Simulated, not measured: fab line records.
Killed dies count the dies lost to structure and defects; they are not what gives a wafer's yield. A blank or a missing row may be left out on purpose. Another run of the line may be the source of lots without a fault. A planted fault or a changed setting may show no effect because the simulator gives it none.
fab line records -- flow nandHarc -- part 1 of 2: steps 1 to 29 of 39
record: lots: 5, wafers: 15, lastDay: 30
route steps=1302 shown A_CHANNEL_FILL_D1@512 A_DECK1_JOINT@518 A_ONON_D2@545
lots with no fault: from the same line, run without faults
startH: hours from the record's opening day to when the first of the lot's shown wafers began -- waitH: hours since the lot's step before -- " same as the row above -- L1.1+2: several wafers, shown together as one row -- - no value present, or no start provided -- * or withheld: withheld -- < > ~ a bound
route shown NAME@n: NAME is a module with steps in the file, n the number in the route of the first one -- usual: mean/standard deviation taken from wafers without a fault -- same: alike in all rows -- chamber/n: place in a boat -- sites: the reading at each site -- _std_site: the values' standard deviation -- _edge_site: inner sites' mean taken away from outer sites' mean -- radiusMm: how far each site lies from the wafer's centre -- mask NAME#n: copy n -- behind: the tool/chamber that last shaped the wafer -- hold: cause of the lot's hold/its duration in hours/its outcome -- device: which transistor (n, p or np) failed to switch -- end of line: tests of these same wafers at the route's end -- for a step that has no rows: nothing shown but its recipe -- killed: count of dies lost to structure and defects at first sort (not the wafer's yield) -- map: a wafer's dies, x killed, . not, _ none there
set.NAME: the setting that was run; set.NAME@STEP: the one run at that earlier step -- model.NAME: the simulator's own value behind a step, which no gauge read
lots at selected steps of the route; one table per step, one row per wafer
services: the hour from which a tool's chamber was out of use, counted from the record's first day as startH (under 0 if before that day), plus the number of hours and why
== steps ==
step: NHARC_A_CHANNEL_FILL_D1_CVD_09
recipe: targetThkA: 1500, tempC: 620, pressureMtorr: 200, timeS: 3000, material: poly-Si
usual: spikeTcLowerC: 620.4/1.2
same: timeS: 3000
lot.wafer,tool,chamber,startH,waitH,spikeTcLowerC
L082.1,lpcvdPoly-01,0,315.28,2.3,619.6
L082.2,lpcvdPoly-01,0,315.28,2.3,621.4
L082.6,lpcvdPoly-01,0,315.28,2.3,622.8
L086.2,lpcvdPoly-03,0,354.00,2.2,619.8
L086.5,lpcvdPoly-03,0,354.00,2.2,621.7
L086.6,lpcvdPoly-03,0,354.00,2.2,618.9
L089.1,lpcvdPoly-02,0,381.02,2.4,619.5
L089.3,lpcvdPoly-02,0,381.02,2.4,617.0
L089.6,lpcvdPoly-02,0,381.02,2.4,618.4
L090.1,lpcvdPoly-02,0,394.65,2.4,619.5
L090.3,lpcvdPoly-02,0,394.65,2.4,619.3
L090.6,lpcvdPoly-02,0,394.65,2.4,618.3
L091.1,lpcvdPoly-02,0,394.65,2.4,619.0
L091.5,lpcvdPoly-02,0,394.65,2.4,618.5
L091.6,lpcvdPoly-02,0,394.65,2.4,618.6
step: NHARC_A_CHANNEL_FILL_D1_CMP_10
recipe: targetThkNm: 150
usual: motorCurrentA: 11.4/0.91, timeToEndpointS: 14.5/2.6
lot.wafer,tool,chamber,startH,waitH,motorCurrentA,timeToEndpointS
L082.2,cmp-03,3,318.49,0.4,11.9,17.7
L082.1,cmp-03,0,318.49,0.4,12.2,19.9
L082.6,cmp-03,0,318.49,0.4,12.2,18.1
L086.2,cmp-03,1,357.22,0.4,10.2,16.6
L086.5,cmp-03,0,357.22,0.4,12.2,18.9
L086.6,cmp-03,1,357.22,0.4,10.6,16.4
L089.3,cmp-02,0,384.25,0.4,11.3,13.7
L089.1,cmp-02,1,384.25,0.4,11.0,14.3
L089.6,cmp-02,3,384.25,0.4,9.9,13.5
L090.1,cmp-03,0,397.86,0.4,12.3,15.4
L090.3,cmp-03,1,397.86,0.4,10.3,15.1
L090.6,cmp-03,1,397.86,0.4,10.5,15.7
L091.1,cmp-01,2,397.91,0.4,11.6,12.6
L091.5,cmp-01,0,397.91,0.4,10.2,12.5
L091.6,cmp-01,1,397.91,0.4,10.1,17.7
step: NHARC_A_CHANNEL_FILL_D1_SRD_12
lot.wafer,tool,chamber,startH,waitH
L082.6+1+2,wetBench-01,"3,5,7",318.79,0.0
L086.2+5+6,wetBench-02,"0,1,4",357.50,0.0
L089.6+1+3,wetBench-09,"6,0,1",384.50,0.0
L090.6+1+3,wetBench-02,"0,4,5",398.16,0.0
L091.1+5+6,wetBench-09,"1,2,3",398.16,0.0
step: NHARC_A_CHANNEL_FILL_D1_INSPECT_13
usual: rawDefectCount: 295/100
lot.wafer,tool,chamber,startH,waitH,rawDefectCount
L082.1,defectInspect-01,-,318.90,0.0,172
L082.2,defectInspect-01,-,318.90,0.0,194
L082.6,defectInspect-01,-,318.90,0.0,195
L086.2,defectInspect-01,-,357.62,0.0,452
L086.5,defectInspect-01,-,357.62,0.0,338
L086.6,defectInspect-01,-,357.62,0.0,363
L089.1,defectInspect-02,-,384.61,0.0,375
L089.3,defectInspect-02,-,384.61,0.0,286
L089.6,defectInspect-02,-,384.61,0.0,214
L090.1,defectInspect-02,-,398.28,0.0,500
L090.3,defectInspect-02,-,398.28,0.0,375
L090.6,defectInspect-02,-,398.28,0.0,410
L091.1,defectInspect-01,-,398.28,0.0,129
L091.5,defectInspect-01,-,398.28,0.0,273
L091.6,defectInspect-01,-,398.28,0.0,217
step: NHARC_A_DECK1_JOINT_ETCHBACK_07
recipe: targetDepthA: 1050, timeS: 26.9, hbrFlowSccm: 150, rfW: 350, icpW: 350, biasW: 60, chemistry: HBr
usual: biasW: 60.00/0.18, drypumpMotorCurrentA: 5.5/0.5, oesProductAu: 1.005/0.011, throttleValvePct: 23.266/0.0085
same: timeS: 26.9
lot.wafer,tool,chamber,startH,waitH,biasW,drypumpMotorCurrentA,oesProductAu,rfHoursCounterH,throttleValvePct
L082.2,rieSi-05,0,318.97,0.1,60.12,5.2,1.015,0.0,23.263
L082.1,rieSi-05,1,318.97,0.1,59.87,6.2,1.023,0.0,23.277
L082.6,rieSi-05,0,318.97,0.1,60.25,5.2,1.010,-,23.284
L086.2,rieSi-06,1,357.71,0.1,59.82,6.5,1.016,0.7,23.265
L086.5,rieSi-06,2,357.71,0.1,59.87,5.1,1.025,-,23.260
L086.6,rieSi-06,3,357.71,0.1,60.20,4.7,0.993,-,23.276
L089.1,rieSi-06,0,384.70,0.1,59.90,5.9,1.012,0.8,23.277
L089.3,rieSi-06,1,384.70,0.1,60.42,6.5,1.038,0.8,23.265
L089.6,rieSi-06,3,384.70,0.1,59.98,4.7,0.992,-,23.258
L090.3,rieSi-01,2,398.35,0.1,59.98,5.7,0.989,0.2,23.257
L090.1,rieSi-01,3,398.35,0.1,60.09,4.9,0.992,0.1,23.264
L090.6,rieSi-01,1,398.35,0.1,60.22,5.6,0.999,-,23.277
L091.1,rieSi-06,3,398.38,0.1,60.06,4.6,0.987,0.9,23.276
L091.5,rieSi-06,0,398.38,0.1,60.00,5.9,0.986,-,23.272
L091.6,rieSi-06,1,398.38,0.1,60.47,6.5,1.016,-,23.256
step: NHARC_A_DECK1_JOINT_ETCH_25
recipe: targetDepthA: 5, chemistry: dHF, material: SiO2
lot.wafer,tool,chamber,startH,waitH
L082.2+6+1,wetBench-06,"6,1,2",319.11,0.1
L086.6+5+2,wetBench-05,"7,0,4",357.82,0.1
L089.3+1+6,wetBench-06,"5,0,1",384.82,0.1
L091.6+1+5,wetBench-06,"5,0,1",398.49,0.1
L090.1+6+3,wetBench-05,"3,4,5",398.50,0.1
step: NHARC_A_DECK1_JOINT_ETCH_19
recipe: tempC: 25, targetDepthA: 30, chemistry: TMAH, material: poly-Si
lot.wafer,tool,chamber,startH,waitH
L082.2+6+1,wetBench-06,"6,1,2",319.14,0.0
L086.6+5+2,wetBench-05,"7,0,4",357.85,0.0
L089.3+1+6,wetBench-06,"5,0,1",384.85,0.0
L091.6+1+5,wetBench-06,"5,0,1",398.52,0.0
L090.1+6+3,wetBench-05,"3,4,5",398.53,0.0
step: NHARC_A_DECK1_JOINT_ETCH_18
recipe: targetDepthA: 30, chemistry: dHF, material: SiO2
lot.wafer,tool,chamber,startH,waitH
L082.2+6+1,wetBench-06,"6,1,2",-,-
L086.6+5+2,wetBench-05,"7,0,4",-,-
L089.3+1+6,wetBench-06,"5,0,1",-,-
L090.1+6+3,wetBench-05,"3,4,5",-,-
L091.6+1+5,wetBench-06,"5,0,1",-,-
step: NHARC_A_DECK1_JOINT_WET_08
recipe: tempC: 160, timeS: 86, chemistry: H3PO4
same: timeS: 86
lot.wafer,tool,chamber,startH,waitH
L082.1+2+6,wetH3po4-01,0,320.95,-
L086.2+5+6,wetH3po4-01,0,359.66,-
L089.1+3+6,wetH3po4-01,1,386.66,-
L090.1+3+6,wetH3po4-01,0,400.32,-
L091.1+5+6,wetH3po4-01,1,400.32,-
step: NHARC_A_DECK1_JOINT_ETCH_09
recipe: targetDepthA: 50, chemistry: dHF, material: SiO2
lot.wafer,tool,chamber,startH,waitH
L082.2+6+1,wetBench-03,"0,1,2",321.51,0.0
L086.5+6+2,wetBench-05,"2,3,4",360.22,0.0
L089.6+1+3,wetBench-06,"5,7,2",387.20,0.0
L091.6+5+1,wetBench-03,"2,5,7",400.88,0.0
L090.3+1+6,wetBench-06,"0,2,3",400.88,0.0
step: NHARC_A_DECK1_JOINT_WET_10
recipe: tempC: 160, timeS: 86, chemistry: H3PO4
same: timeS: 86
lot.wafer,tool,chamber,startH,waitH
L082.1+2+6,wetH3po4-01,1,323.18,1.7
L086.2+5+6,wetH3po4-01,1,361.90,1.7
L089.1+3+6,wetH3po4-01,1,388.89,1.7
L090.1+3+6,wetH3po4-01,0,402.57,1.7
L091.1+5+6,wetH3po4-01,1,402.57,1.7
step: NHARC_A_DECK1_JOINT_ETCH_11
recipe: targetDepthA: 350, chemistry: dHF, material: SiO2
lot.wafer,tool,chamber,startH,waitH
L082.1+2+6,wetBench-06,"4,6,1",323.73,0.0
L086.6+2+5,wetBench-05,"1,2,4",362.50,0.1
L089.1+3+6,wetBench-06,"5,6,7",389.45,0.0
L090.6+1+3,wetBench-06,"4,6,1",403.11,0.0
L091.6+1+5,wetBench-05,"1,2,6",403.12,0.0
step: NHARC_A_DECK1_JOINT_CVD_12
recipe: targetThkA: 900, tempC: 620, pressureMtorr: 200, timeS: 1800, material: poly-Si
usual: spikeTcLowerC: 620.2/1.3
same: timeS: 1800
lot.wafer,tool,chamber,startH,waitH,spikeTcLowerC
L082.1,lpcvdPoly-04,0,326.39,2.6,619.2
L082.2,lpcvdPoly-04,0,326.39,2.6,620.7
L082.6,lpcvdPoly-04,0,326.39,2.6,619.3
L086.2,lpcvdPoly-02,0,365.13,2.6,619.8
L086.5,lpcvdPoly-02,0,365.13,2.6,620.2
L086.6,lpcvdPoly-02,0,365.13,2.6,619.5
L089.1,lpcvdPoly-04,0,392.10,2.6,622.0
L089.3,lpcvdPoly-04,0,392.10,2.6,618.6
L089.6,lpcvdPoly-04,0,392.10,2.6,620.3
L090.1,lpcvdPoly-02,0,407.25,4.1,620.3
L090.3,lpcvdPoly-02,0,407.25,4.1,618.7
L090.6,lpcvdPoly-02,0,407.25,4.1,621.1
L091.1,lpcvdPoly-02,0,407.25,4.1,619.8
L091.5,lpcvdPoly-02,0,407.25,4.1,618.6
L091.6,lpcvdPoly-02,0,407.25,4.1,622.2
step: NHARC_A_DECK1_JOINT_CMP_13
recipe: targetThkNm: 51.023
usual: motorCurrentA: 11.6/1.1, timeToEndpointS: 9.0/2.5
lot.wafer,tool,chamber,startH,waitH,motorCurrentA,timeToEndpointS
L082.2,cmp-02,3,329.28,0.4,9.8,6.8
L082.1,cmp-02,0,329.28,0.4,11.0,9.9
L082.6,cmp-02,0,329.28,0.4,11.2,9.0
L086.2,cmp-04,2,368.02,0.4,14.9,3.8
L086.5,cmp-04,0,368.02,0.4,12.9,10.3
L086.6,cmp-04,1,368.02,0.4,12.3,9.3
L089.3,cmp-04,1,394.99,0.4,11.7,9.3
L089.1,cmp-04,2,394.99,0.4,15.0,4.3
L089.6,cmp-04,3,394.99,0.4,11.3,2.9
L090.1,cmp-03,3,410.13,0.4,12.5,9.7
L090.3,cmp-03,0,410.13,0.4,12.0,12.0
L090.6,cmp-03,2,410.13,0.4,12.6,8.6
L091.1,cmp-04,2,410.16,0.4,14.1,9.3
L091.5,cmp-04,0,410.16,0.4,12.4,13.7
L091.6,cmp-04,1,410.16,0.4,12.2,12.2
step: NHARC_A_DECK1_JOINT_THK_MEAS_14
recipe: thkMeasGauge: ellipsometry
usual: thkNm: 50.9/1.5
lot.wafer,tool,chamber,startH,waitH,thkNm
L082.1,filmMetro-01,-,329.53,0.2,49.7
L082.2,filmMetro-01,-,329.53,0.2,49.3
L082.6,filmMetro-01,-,329.53,0.2,52.1
L086.2,filmMetro-02,-,368.22,0.2,46.3
L086.5,filmMetro-02,-,368.22,0.2,49.7
L086.6,filmMetro-02,-,368.22,0.2,51.0
L089.1,filmMetro-01,-,395.19,0.2,48.4
L089.3,filmMetro-01,-,395.19,0.2,51.8
L089.6,filmMetro-01,-,395.19,0.2,49.7
L091.1,filmMetro-01,-,410.36,0.2,49.7
L091.5,filmMetro-01,-,410.36,0.2,53.4
L091.6,filmMetro-01,-,410.36,0.2,53.0
L090.1,filmMetro-02,-,410.36,0.2,50.8
L090.3,filmMetro-02,-,410.36,0.2,52.4
L090.6,filmMetro-02,-,410.36,0.2,51.0
step: NHARC_A_DECK1_JOINT_SRD_04
lot.wafer,tool,chamber,startH,waitH
L082.1+6+2,wetBench-05,"1,2,5",329.58,0.0
L086.2+6+5,wetBench-06,"7,0,1",368.28,0.1
L089.3+6+1,wetBench-03,"6,7,0",395.23,0.0
L090.6+1+3,wetBench-03,"7,2,4",410.40,0.0
L091.5+1+6,wetBench-05,"7,2,3",410.41,0.0
step: NHARC_A_DECK1_JOINT_ETCHBACK_00
recipe: targetDepthA: 300, timeS: 17.4, hbrFlowSccm: 150, rfW: 350, icpW: 350, biasW: 60, chemistry: HBr
usual: biasW: 59.98/0.17, drypumpMotorCurrentA: 5.5/0.57, oesProductAu: 1.007/0.01, throttleValvePct: 23.266/0.0099
same: timeS: 17.4
lot.wafer,tool,chamber,startH,waitH,biasW,drypumpMotorCurrentA,oesProductAu,rfHoursCounterH,throttleValvePct
L082.2,rieSi-06,1,329.66,0.1,59.78,6.5,1.028,0.5,23.250
L082.1,rieSi-06,3,329.66,0.1,59.91,4.7,1.001,0.4,23.279
L082.6,rieSi-06,2,329.66,0.1,59.89,5.2,1.011,-,23.265
L086.2,rieSi-01,0,368.35,0.1,59.90,6.0,1.005,1.1,23.265
L086.6,rieSi-01,0,368.35,0.1,59.93,6.0,1.016,-,23.258
L086.5,rieSi-01,1,368.35,0.1,59.60,5.5,1.014,-,23.263
L089.1,rieSi-01,1,395.32,0.1,59.97,5.5,1.006,0.1,23.258
L089.3,rieSi-01,0,395.32,0.1,59.79,6.0,1.013,0.1,23.264
L089.6,rieSi-01,2,395.32,0.1,60.07,5.6,0.991,-,23.280
L091.1,rieSi-06,2,410.50,0.1,59.99,5.2,1.016,1.0,23.270
L091.6,rieSi-06,1,410.50,0.1,59.88,6.5,1.016,-,23.256
L091.5,rieSi-06,2,410.50,0.1,59.79,5.2,1.015,-,23.268
L090.3,rieSi-05,2,410.50,0.1,59.72,5.7,1.008,0.6,23.251
L090.1,rieSi-05,3,410.50,0.1,59.80,5.2,1.004,0.6,23.259
L090.6,rieSi-05,1,410.50,0.1,60.12,6.2,1.023,-,23.276
step: NHARC_A_DECK1_JOINT_PRECLEAN_30
recipe: timeS: *, tempC: 50, bathAgeMin: 0, chemistry: SC1
usual: diwFlowMLMin: 1415/4.1
same: timeS: *
lot.wafer,tool,chamber,startH,waitH,diwFlowMLMin
L082.1,wetBench-06,3,329.80,0.1,1414
L082.6,wetBench-06,4,329.80,0.1,1415
L082.2,wetBench-06,0,329.80,0.1,1416
L086.2,wetBench-05,2,368.49,0.1,1421
L086.6,wetBench-05,5,368.49,0.1,1409
L086.5,wetBench-05,7,368.49,0.1,1419
L089.3,wetBench-03,2,395.46,0.1,1414
L089.1,wetBench-03,3,395.46,0.1,1408
L089.6,wetBench-03,6,395.46,0.1,1418
L091.5,wetBench-06,5,410.63,0.1,1415
L091.1,wetBench-06,1,410.63,0.1,1418
L091.6,wetBench-06,2,410.63,0.1,1416
L090.6,wetBench-03,1,410.63,0.1,1411
L090.1,wetBench-03,5,410.63,0.1,1412
L090.3,wetBench-03,6,410.63,0.1,1409
step: NHARC_A_DECK1_JOINT_SRD_31
lot.wafer,tool,chamber,startH,waitH
L082.1+6+2,wetBench-06,"3,4,0",-,-
L086.2+6+5,wetBench-05,"2,5,7",-,-
L089.3+1+6,wetBench-03,"2,3,6",-,-
L090.6+1+3,wetBench-03,"1,5,6",-,-
L091.5+1+6,wetBench-06,"5,1,2",-,-
step: NHARC_A_DECK1_JOINT_CVD_34
recipe: targetThkA: 200, tempC: 700, pressureMtorr: 300, material: SiNx
usual: spikeTcLowerC: 700.8/1.3
lot.wafer,tool,chamber,startH,waitH,spikeTcLowerC
L082.1,lpcvd-01,1,335.39,-,702.2
L082.2,lpcvd-01,1,335.39,-,700.9
L082.6,lpcvd-01,1,335.39,-,702.2
L086.2,lpcvd-01,1,371.74,-,702.1
L086.5,lpcvd-01,1,371.74,-,701.9
L086.6,lpcvd-01,1,371.74,-,701.0
L089.1,lpcvd-01,1,400.68,-,701.3
L089.3,lpcvd-01,1,400.68,-,701.4
L089.6,lpcvd-01,1,400.68,-,701.9
L090.1,lpcvd-02,1,413.89,-,699.8
L090.3,lpcvd-02,1,413.89,-,700.9
L090.6,lpcvd-02,1,413.89,-,699.5
L091.1,lpcvd-02,0,413.89,-,700.7
L091.5,lpcvd-02,0,413.89,-,700.6
L091.6,lpcvd-02,0,413.89,-,700.9
step: NHARC_A_DECK1_JOINT_DEP_06
recipe: targetThkA: 800, tempC: 65, material: SiOx
lot.wafer,tool,chamber,startH,waitH
L082.2+1+6,fcvd-02,"1,0,1",340.03,0.4
L086.2+6+5,fcvd-02,"1,0,1",376.62,0.7
L089.1+3+6,fcvd-01,"0,1,0",405.32,0.4
L090.1+3+6,fcvd-02,"1,0,1",417.16,0.4
L091.1+5+6,fcvd-01,"1,0,1",417.16,0.4
step: NHARC_A_DECK1_JOINT_CURE_26
recipe: tempC: 150, timeS: 32, pressureAtm: 0.395
same: timeS: 32
lot.wafer,tool,chamber,startH,waitH
L082.2+1+6,fcvd-02,"1,0,1",340.20,0.1
L086.2+6+5,fcvd-02,"1,0,1",376.79,0.1
L089.1+3+6,fcvd-01,"0,1,0",405.48,0.1
L090.1+3+6,fcvd-02,"1,0,1",417.32,0.1
L091.1+5+6,fcvd-01,"1,0,1",417.33,0.1
step: NHARC_A_DECK1_JOINT_ANNEAL_27
recipe: tempC: 400, timeS: 3600, idleTempC: 300, rampUpCPerMin: 10, densificationPH2oTorr: 640
usual: spikeTcLowerC: 400.4/1.2
same: timeS: 3600
lot.wafer,tool,chamber,startH,waitH,spikeTcLowerC
L082.1,furnace-03,0,342.92,2.7,400.4
L082.2,furnace-03,0,342.92,2.7,400.3
L082.6,furnace-03,0,342.92,2.7,401.3
L086.2,furnace-03,0,379.58,2.8,401.1
L086.5,furnace-03,0,379.58,2.8,400.1
L086.6,furnace-03,0,379.58,2.8,401.8
L089.1,furnace-03,0,408.18,2.7,399.6
L089.3,furnace-03,0,408.18,2.7,399.3
L089.6,furnace-03,0,408.18,2.7,400.9
L090.1,furnace-03,0,420.04,2.7,401.7
L090.3,furnace-03,0,420.04,2.7,401.9
L090.6,furnace-03,0,420.04,2.7,400.3
L091.1,furnace-03,0,420.04,2.7,401.6
L091.5,furnace-03,0,420.04,2.7,401.4
L091.6,furnace-03,0,420.04,2.7,399.0
step: NHARC_A_DECK1_JOINT_ANNEAL_28
recipe: tempC: 500, timeS: 1800, idleTempC: 400, rampUpCPerMin: 10, densificationPH2oTorr: 640
usual: spikeTcLowerC: 500.5/1.1
same: timeS: 1800
lot.wafer,tool,chamber,startH,waitH,spikeTcLowerC
L082.1,furnace-03,0,348.46,3.8,501.8
L082.2,furnace-03,0,348.46,3.8,501.6
L082.6,furnace-03,0,348.46,3.8,502.8
L086.2,furnace-03,0,386.82,5.5,502.2
L086.5,furnace-03,0,386.82,5.5,501.5
L086.6,furnace-03,0,386.82,5.5,500.3
L089.1,furnace-03,0,413.69,3.7,498.7
L089.3,furnace-03,0,413.69,3.7,501.3
L089.6,furnace-03,0,413.69,3.7,500.6
L090.1,furnace-03,0,426.63,4.8,501.1
L090.3,furnace-03,0,426.63,4.8,503.1
L090.6,furnace-03,0,426.63,4.8,501.0
L091.1,furnace-03,0,426.63,4.8,500.1
L091.5,furnace-03,0,426.63,4.8,497.9
L091.6,furnace-03,0,426.63,4.8,500.5
step: NHARC_A_DECK1_JOINT_ANNEAL_29
recipe: tempC: 750, timeS: 1800, idleTempC: 500, rampUpCPerMin: 10, rampDownCPerMin: 3
usual: spikeTcLowerC: 750.9/1
same: timeS: 1800
lot.wafer,tool,chamber,startH,waitH,spikeTcLowerC
L082.1,furnace-03,0,351.68,2.6,751.4
L082.2,furnace-03,0,351.68,2.6,750.0
L082.6,furnace-03,0,351.68,2.6,752.4
L086.2,furnace-03,0,390.07,2.6,752.0
L086.5,furnace-03,0,390.07,2.6,752.2
L086.6,furnace-03,0,390.07,2.6,750.3
L089.1,furnace-03,0,416.94,2.6,752.3
L089.3,furnace-03,0,416.94,2.6,750.5
L089.6,furnace-03,0,416.94,2.6,750.0
L090.1,furnace-03,0,429.87,2.6,751.3
L090.3,furnace-03,0,429.87,2.6,752.0
L090.6,furnace-03,0,429.87,2.6,749.5
L091.1,furnace-03,0,429.87,2.6,750.5
L091.5,furnace-03,0,429.87,2.6,750.4
L091.6,furnace-03,0,429.87,2.6,751.7
step: NHARC_A_DECK1_JOINT_CMP_02
recipe: material: SiOx
usual: motorCurrentA: 11.9/1.1
lot.wafer,tool,chamber,startH,waitH,motorCurrentA
L082.2,cmp-04,3,354.37,0.4,11.6
L082.1,cmp-04,1,354.37,0.4,12.0
L082.6,cmp-04,3,354.37,0.4,11.0
L086.2,cmp-04,0,392.77,0.4,12.5
L086.5,cmp-04,2,392.77,0.4,14.8
L086.6,cmp-04,3,392.77,0.4,11.2
L089.1,cmp-03,0,419.66,0.4,12.2
L089.3,cmp-03,1,419.66,0.4,10.4
L089.6,cmp-03,3,419.66,0.4,11.8
L090.1,cmp-03,1,432.53,0.4,10.5
L090.3,cmp-03,3,432.53,0.4,11.8
L090.6,cmp-03,0,432.53,0.4,12.1
L091.1,cmp-04,2,432.58,0.4,13.7
L091.5,cmp-04,3,432.58,0.4,10.8
L091.6,cmp-04,0,432.58,0.4,11.9
step: NHARC_A_DECK1_JOINT_SRD_15
lot.wafer,tool,chamber,startH,waitH
L082.1+6+2,wetBench-05,"5,6,7",354.65,0.0
L086.6+5+2,wetBench-06,"4,6,0",393.02,0.0
L089.3+1+6,wetBench-06,"5,6,0",419.91,0.0
L090.1+6+3,wetBench-05,"0,4,5",432.80,0.0
L091.6+5+1,wetBench-03,"3,5,6",432.81,0.1
step: NHARC_A_DECK1_JOINT_DEP_16
recipe: targetThkA: 450, tempC: 400, pressureTorr: 6.5, rfW: 900, teosFlowSccm: 161.4, flowSccm: 2650, targetThkNm: 45, gas: O2, material: SiO2
usual: flowSccm: 2649/7, heaterPowerW: 577/84, throttleValvePct: 16.4/0.39
lot.wafer,tool,chamber,startH,waitH,flowSccm,heaterPowerW,throttleValvePct
L082.1,pecvd-03,1,354.76,0.1,2640,559,17.0
L082.2,pecvd-03,2,354.76,0.1,2660,559,15.9
L082.6,pecvd-03,1,354.76,0.1,2652,571,16.8
L086.2,pecvd-01,1,393.17,0.1,2647,619,16.1
L086.6,pecvd-01,0,393.17,0.1,2647,445,16.0
L086.5,pecvd-01,1,393.17,0.1,2652,463,15.9
L089.3,pecvd-04,1,420.03,0.1,2647,414,16.4
L089.1,pecvd-04,2,420.03,0.1,2650,479,16.2
L089.6,pecvd-04,1,420.03,0.1,2651,421,16.7
L090.1,pecvd-03,2,432.89,0.1,2651,607,16.4
L090.3,pecvd-03,1,432.89,0.1,2655,586,16.1
L090.6,pecvd-03,2,432.89,0.1,2640,600,16.6
L091.1,pecvd-04,2,432.91,0.1,2642,554,16.4
L091.6,pecvd-04,0,432.91,0.1,2645,716,16.9
L091.5,pecvd-04,1,432.91,0.1,2643,512,16.7
step: NHARC_A_DECK1_JOINT_THK_MEAS_17
recipe: thkMeasGauge: ellipsometry
usual: thkNm: 45.1/1.3
lot.wafer,tool,chamber,startH,waitH,thkNm
L082.1,filmMetro-02,-,355.01,0.2,45.1
L082.2,filmMetro-02,-,355.01,0.2,42.6
L082.6,filmMetro-02,-,355.01,0.2,45.2
L086.2,filmMetro-01,-,393.39,0.2,44.2
L086.5,filmMetro-01,-,393.39,0.2,45.6
L086.6,filmMetro-01,-,393.39,0.2,47.5
L089.1,filmMetro-02,-,420.28,0.2,43.7
L089.3,filmMetro-02,-,420.28,0.2,47.3
L089.6,filmMetro-02,-,420.28,0.2,48.0
L090.1,filmMetro-02,-,433.17,0.3,43.5
L090.3,filmMetro-02,-,433.17,0.3,45.3
L090.6,filmMetro-02,-,433.17,0.3,44.7
L091.1,filmMetro-01,-,433.19,0.3,43.7
L091.5,filmMetro-01,-,433.19,0.3,46.2
L091.6,filmMetro-01,-,433.19,0.3,45.0
